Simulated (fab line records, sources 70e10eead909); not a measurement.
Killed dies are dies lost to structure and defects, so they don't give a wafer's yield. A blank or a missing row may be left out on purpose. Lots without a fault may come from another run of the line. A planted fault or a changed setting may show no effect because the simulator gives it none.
fab line records | flow nand_harc
record lots=14 wafers=42 last_day=34
route steps=1302 shown P_M0@264
lots that met no fault: from a run of the same line without faults
start_h: hours from the record's first day to the start of the lot's first wafer shown | wait_h: hours since the lot's step before | " the same as in the row above | L1.1+2: a row that stands for several wafers | - no value, or no start given | * or withheld: withheld | < > ~ a bound
route shown NAME@n: a module of which the file shows steps, and the number in the route of the first | usual: mean/standard deviation of fault-free wafers | same: alike in all rows | chamber/n: place in a boat | sites: the reading at each site | _std_site: their standard deviation | _edge_site: outer sites' mean less inner sites' | radius_mm: how far each site lies from the wafer's centre | mask NAME#n: copy n | behind: the tool/chamber that last shaped the wafer | hold: why the lot was held/for how many hours/how that ended | device: the transistor (n, p or np) that didn't switch | end of line: the same wafers' tests at the end of the route | a step without rows: its recipe alone | killed: dies lost to structure and defects at the first sort, not the wafer's yield | map: a wafer's dies, x killed, . not, _ none there
set.NAME: the setting as run; set.NAME@STEP: as run at that earlier step | model.NAME: the simulator's own value behind a step, which no gauge read
steps of the route over a sample of lots; a table a step, a row a wafer
services: from which hour (start_h, from the record's first day; less than 0 if before it) a tool's chamber was out of use, for how many hours, and why
## steps
# step NHARC_P_M0_OVL_MEAS_10
# recipe pitch_nm=180
# usual overlay_x_nm=-0.1/0.78 overlay_y_nm=-0.2/0.81
# columns lot.wafer tool chamber start_h wait_h overlay_x_nm overlay_y_nm
L240.2 overlay-01 - 122.83 - -0.3 -0.6
L240.5 " - " " 0.0 -0.9
L240.6 " - " " 0.6 -0.5
L241.1 overlay-01 - 133.32 - -0.4 0.3
L241.2 " - " " -0.5 1.2
L241.5 " - " " -0.2 0.3
L245.2 overlay-02 - 172.16 - 1.1 -0.7
L245.5 " - " " 0.8 -1.1
L245.6 " - " " 1.2 -1.0
L244.1 overlay-02 - 174.02 - 1.5 -0.8
L244.2 " - " " 1.5 -0.9
L244.5 " - " " 1.4 -0.7
L246.1 overlay-01 - 190.17 - 1.1 -0.9
L246.2 " - " " 0.8 -0.2
L246.5 " - " " 1.0 -1.1
L253.1 overlay-01 - 258.00 - -0.5 -0.2
L253.3 " - " " -0.6 -0.2
L253.5 " - " " -0.8 -0.1
L255.3 overlay-02 - 266.73 - -0.7 -0.9
L255.5 " - " " -1.0 -1.3
L255.6 " - " " -0.9 -0.9
L254.1 overlay-01 - 268.77 - 0.8 -0.1
L254.3 " - " " 0.0 -0.2
L254.6 " - " " 0.1 -0.2
L257.1 overlay-02 - 290.35 - -1.0 0.7
L257.3 " - " " -0.9 0.7
L257.6 " - " " -0.4 0.2
L258.3 overlay-01 - 301.49 - 0.6 -0.8
L258.4 " - " " -0.3 -1.0
L258.6 " - " " 0.0 0.0
L259.1 overlay-01 - 309.27 - 0.2 0.3
L259.4 " - " " -0.4 0.8
L259.6 " - " " 0.2 -0.3
L260.1 overlay-02 - 329.29 - -1.5 -0.9
L260.3 " - " " -1.2 -0.7
L260.4 " - " " -1.6 -0.4
L262.2 overlay-01 - 346.26 - 0.0 -2.6
L262.3 " - " " -0.1 -2.0
L262.5 " - " " 0.4 -2.5
L263.2 overlay-02 - 355.21 - -1.2 -0.1
L263.4 " - " " -0.5 -0.4
L263.5 " - " " -0.4 0.5
# step NHARC_P_M0_STRIP_18
# recipe power_w=1000 n2_flow_sccm=150 h2_flow_sccm=150 ar_flow_sccm=0 bias_w=0 chemistry=N2/H2
# usual drypump_motor_current_A=5.8/0.45 oes_product_au=0.999/0.0087 rf_vpp_V=90.3/0.89 showerhead_plenum_p_Torr=1.98/0.062 throttle_valve_pct=14.172/0.0084
# columns lot.wafer tool chamber start_h wait_h drypump_motor_current_A oes_product_au rf_hours_counter_h rf_vpp_V showerhead_plenum_p_Torr throttle_valve_pct
L240.2 rie_diel-12 0 123.30 0.1 5.6 0.998 4 88.8 1.90 14.166
L240.6 " 0 " " 5.6 0.994 - 90.6 1.90 14.171
L240.5 " 1 " " 6.4 0.991 - 90.2 1.98 14.181
L241.2 rie_diel-12 0 133.84 0.1 5.6 0.987 6 90.4 1.90 14.173
L241.1 " 1 " " 6.4 0.998 5 90.0 1.98 14.161
L241.5 " 3 " " 6.4 0.985 - 89.9 2.03 14.168
L245.2 rie_diel-10 1 172.68 0.1 5.5 1.000 30 91.8 2.07 14.164
L245.5 " 3 " " 6.0 0.998 - 90.0 1.98 14.167
L245.6 " 0 " " 5.6 0.995 - 91.8 2.05 14.183
L244.2 rie_diel-12 0 174.52 0.1 5.6 1.001 12 89.6 1.90 14.180
L244.1 " 2 " " 5.2 1.025 10 90.9 2.06 14.168
L244.5 " 3 " " 6.4 1.007 - 91.8 2.03 14.170
L246.2 rie_diel-12 1 190.65 0.1 6.4 0.989 13 90.9 1.98 14.161
L246.1 " 2 " " 5.2 1.008 12 89.3 2.06 14.173
L246.5 " 1 " " 6.4 0.998 - 91.3 1.97 14.186
L253.3 rie_diel-12 3 258.52 0.1 6.4 0.995 22 90.4 2.02 14.163
L253.1 " 0 " " 5.6 0.996 25 89.5 1.89 14.181
L253.5 " 3 " " 6.4 0.993 - 91.7 2.02 14.180
L255.3 rie_diel-13 1 267.83 0.1 5.6 0.989 33 91.2 1.93 14.177
L255.5 " 2 " " 6.2 0.995 - 89.6 1.90 14.178
L255.6 " 3 " " 5.4 1.004 - 89.7 1.97 14.166
L254.1 rie_diel-10 0 269.36 0.2 5.6 1.005 8 91.7 2.04 14.161
L254.3 " 1 " " 5.5 0.993 8 89.2 2.06 14.188
L254.6 " 3 " " 6.0 0.998 - 89.5 1.97 14.166
L257.1 rie_diel-13 3 290.85 0.1 5.4 0.995 44 89.9 1.97 14.169
L257.3 " 0 " " 5.7 0.988 45 90.5 2.02 14.178
L257.6 " 2 " " 6.2 0.996 - 89.1 1.90 14.180
L258.4 rie_diel-13 0 301.96 0.1 5.7 0.990 48 90.6 2.02 14.176
L258.3 " 2 " " 6.2 0.992 48 90.4 1.90 14.164
L258.6 " 1 " " 5.6 0.990 - 88.5 1.93 14.179
L259.1 rie_diel-12 2 309.90 0.1 5.2 1.019 4 91.4 2.05 14.173
L259.4 " 0 " " 5.6 0.997 5 88.9 1.89 14.167
L259.6 " 2 " " 5.2 1.011 - 91.6 2.05 14.184
L260.3 rie_diel-12 0 329.76 0.1 5.7 1.010 8 89.2 1.89 14.163
L260.4 " 1 " " 6.4 0.998 8 90.0 1.97 14.182
L260.1 " 3 " " 6.4 1.009 7 90.9 2.02 14.168
L262.2 rie_diel-10 1 346.80 0.1 5.5 1.007 31 91.0 2.05 14.166
L262.3 " 0 " " 5.6 1.019 35 90.6 2.03 14.155
L262.5 " 1 " " 5.5 1.006 - 90.8 2.05 14.183
L263.2 rie_diel-12 3 355.76 0.1 6.4 0.996 12 90.0 2.02 14.175
L263.4 " 1 " " 6.4 0.991 - 90.5 1.97 14.177
L263.5 " 3 " " 6.4 0.998 - 89.7 2.02 14.178
# step NHARC_P_M0_ECD_22
# recipe target_thk_a=4000 bath_temp_c=25 material=Cu
# columns lot.wafer tool chamber start_h wait_h
L240.2+5+6 ecd_cu-01 0,0,1 124.20 -
L241.1+2+5 ecd_cu-01 0,1,1 134.70 -
L245.2+5+6 ecd_cu-01 1,1,0 173.53 -
L244.2+1+5 ecd_cu-01 1,0,1 175.39 -
L246.2+1+5 ecd_cu-01 1,0,1 191.55 -
L253.1+3+5 ecd_cu-02 1,0,0 259.48 -
L255.3+5+6 ecd_cu-01 1,0,1 268.81 -
L254.1+3+6 ecd_cu-01 1 270.27 -
L257.1+3+6 ecd_cu-02 1,1,0 291.78 -
L258.4+3+6 ecd_cu-02 1,0,0 302.96 -
L259.1+4+6 ecd_cu-01 0,0,1 310.82 -
L260.1+3+4 ecd_cu-01 1,0,1 330.71 -
L262.2+3+5 ecd_cu-02 0 347.75 -
L263.2+4+5 ecd_cu-02 0,0,1 356.73 -
# step NHARC_P_M0_ANNEAL_30
# recipe temp_c=225 time_s=90
# usual wafer_temp_C_max=225.94/0.21
# columns lot.wafer tool chamber start_h wait_h wafer_temp_C_max
L240.2 rtp_anneal-02 0 124.63 - 225.94
L240.5 " 0 " " 225.92
L240.6 " 0 " " 225.88
L241.1 rtp_anneal-02 0 135.07 0.3 226.33
L241.2 " 0 " " 226.04
L241.5 " 0 " " 226.06
L245.2 rtp_anneal-02 0 173.96 0.4 225.83
L245.5 " 0 " " 226.05
L245.6 " 0 " " 225.91
L244.1 rtp_anneal-02 0 175.77 0.3 225.81
L244.2 " 0 " " 225.81
L244.5 " 0 " " 226.17
L246.1 rtp_anneal-02 0 191.93 0.3 226.19
L246.2 " 0 " " 225.75
L246.5 " 0 " " 226.09
L253.1 rtp_anneal-01 0 259.86 0.3 226.28
L253.3 " 0 " " 225.83
L253.5 " 0 " " 225.70
L255.3 rtp_anneal-01 0 269.14 0.3 225.53
L255.5 " 0 " " 225.73
L255.6 " 0 " " 225.80
L254.1 rtp_anneal-02 0 270.60 0.3 225.62
L254.3 " 0 " " 226.11
L254.6 " 0 " " 225.78
L257.1 rtp_anneal-01 0 292.11 0.3 226.28
L257.3 " 0 " " 225.94
L257.6 " 0 " " 225.90
L258.3 rtp_anneal-01 0 303.34 - 226.21
L258.4 " 0 " " 225.95
L258.6 " 0 " " 226.10
L259.1 rtp_anneal-02 0 311.15 - 225.72
L259.4 " 0 " " 226.00
L259.6 " 0 " " 226.16
L260.1 rtp_anneal-01 0 331.04 0.3 226.31
L260.3 " 0 " " 225.91
L260.4 " 0 " " 226.06
L262.2 rtp_anneal-02 0 348.13 - 225.72
L262.3 " 0 " " 225.96
L262.5 " 0 " " 226.21
L263.2 rtp_anneal-02 0 357.11 0.3 225.78
L263.4 " 0 " " 226.05
L263.5 " 0 " " 226.12
# step NHARC_P_M0_CMP_23
# recipe t_overpolish_s=20 target_thk_nm=117.54
# usual motor_current_A=11.8/1.1 time_to_endpoint_s=29/3.4
# columns lot.wafer tool chamber start_h wait_h motor_current_A time_to_endpoint_s
L240.2 cmp-02 3 124.98 - 11.4 31
L240.5 " 1 " " 14.0 30
L240.6 " 2 " " 12.3 37
L241.2 cmp-04 2 135.44 - 10.6 34
L241.1 " 3 " " 12.0 32
L241.5 " 1 " " 11.7 30
L245.2 cmp-03 2 174.34 - 11.0 33
L245.5 " 3 " " 11.9 35
L245.6 " 0 " " 11.9 31
L244.2 cmp-02 2 176.12 - 11.8 8
L244.1 " 1 " " 14.9 23
L244.5 " 3 " " 10.8 24
L246.2 cmp-04 2 192.28 - 11.0 12
L246.1 " 3 " " 12.1 28
L246.5 " 3 " " 12.3 25
L253.3 cmp-02 3 260.24 - 11.5 25
L253.1 " 0 " " 12.1 23
L253.5 " 2 " " 12.2 28
L255.3 cmp-02 1 269.44 - 13.4 19
L255.5 " 3 " " 11.4 22
L255.6 " 0 " " 11.8 24
L254.1 cmp-04 1 270.94 - 11.2 28
L254.3 " 2 " " 9.9 29
L254.6 " 2 " " 10.8 30
L257.1 cmp-02 1 292.48 - 14.0 25
L257.3 " 3 " " 11.7 26
L257.6 " 1 " " 14.3 23
L258.3 cmp-04 0 303.61 - 12.5 32
L258.4 " 1 " " 11.5 28
L258.6 " 3 " " 12.6 30
L259.4 cmp-02 1 311.49 - 14.1 26
L259.1 " 2 " " 11.8 33
L259.6 " 1 " " 13.5 27
L260.3 cmp-03 2 331.39 - 11.6 33
L260.1 " 3 " " 12.2 30
L260.4 " 0 " " 11.8 32
L262.2 cmp-02 3 348.48 - 10.9 24
L262.3 " 0 " " 12.6 28
L262.5 " 1 " " 14.1 26
L263.2 cmp-04 3 357.41 - 11.6 26
L263.4 " 0 " " 12.7 29
L263.5 " 0 " " 12.1 27
## services
# columns tool chamber start_h hours kind
ecd_cu-01 - 101.19 8.1 repair
cmp-04 - 111.02 4.0 pm
cmp-04 - 119.99 6.7 repair
cmp-02 - 134.50 4.0 pm
rie_diel-12 3 136.26 14.0 repair
cmp-02 - 143.75 0.4 repair
cmp-02 - 153.96 3.9 repair
ecd_cu-01 - 160.11 8.0 pm
cmp-02 - 191.70 1.5 repair
cmp-04 - 209.02 4.0 pm
cmp-02 - 232.50 4.0 pm
rie_diel-12 1 232.76 6.4 repair
ecd_cu-02 - 244.16 8.0 pm
rie_diel-12 1 253.50 5.2 repair
ecd_cu-01 - 266.21 0.8 repair
rie_diel-12 - 268.60 9.0 pm
cmp-04 - 273.50 1.3 repair
cmp-02 - 288.65 0.3 repair
cmp-04 - 307.02 4.0 pm
cmp-02 - 317.51 4.1 repair
cmp-02 - 330.50 4.0 pm
rie_diel-12 2 335.39 2.9 repair
ecd_cu-01 - 336.11 8.0 pm
rie_diel-12 2 338.56 23.1 repair
## key
first_sign step=NHARC_P_M0_CMP_23 reading=time_to_endpoint_s direction=down sigmas=5.6 usual=* struck=*
effect none on later readings
met_at NHARC_P_M0_ECD_22
struck_lots L244,L246
struck_wafers L244.2,L246.2
later_rows_left_out L244.2,L246.2
sort_left_out L244.2,L246.2
not_acting_at NHARC_P_M0_OVL_MEAS_10,NHARC_P_M0_STRIP_18,NHARC_P_M0_ANNEAL_30
onset_between 173.53 175.39
fault kind=process_parameter_drift tool=ecd_cu-01 chamber=- onset_h=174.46 steps=NHARC_P_M0_ECD_22 channel=target_thk_a offset=* shape=step end_h=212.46 scope=struck_wafers_only acts_in=* stated=*
# sort_left_out: the simulated sort isn't trusted on such a fault, so these wafers' sort isn't shown, and their yield isn't known
# later_rows_left_out: the simulator's readings of these wafers behind a module that went badly wrong aren't trusted and aren't shown, but for the sort
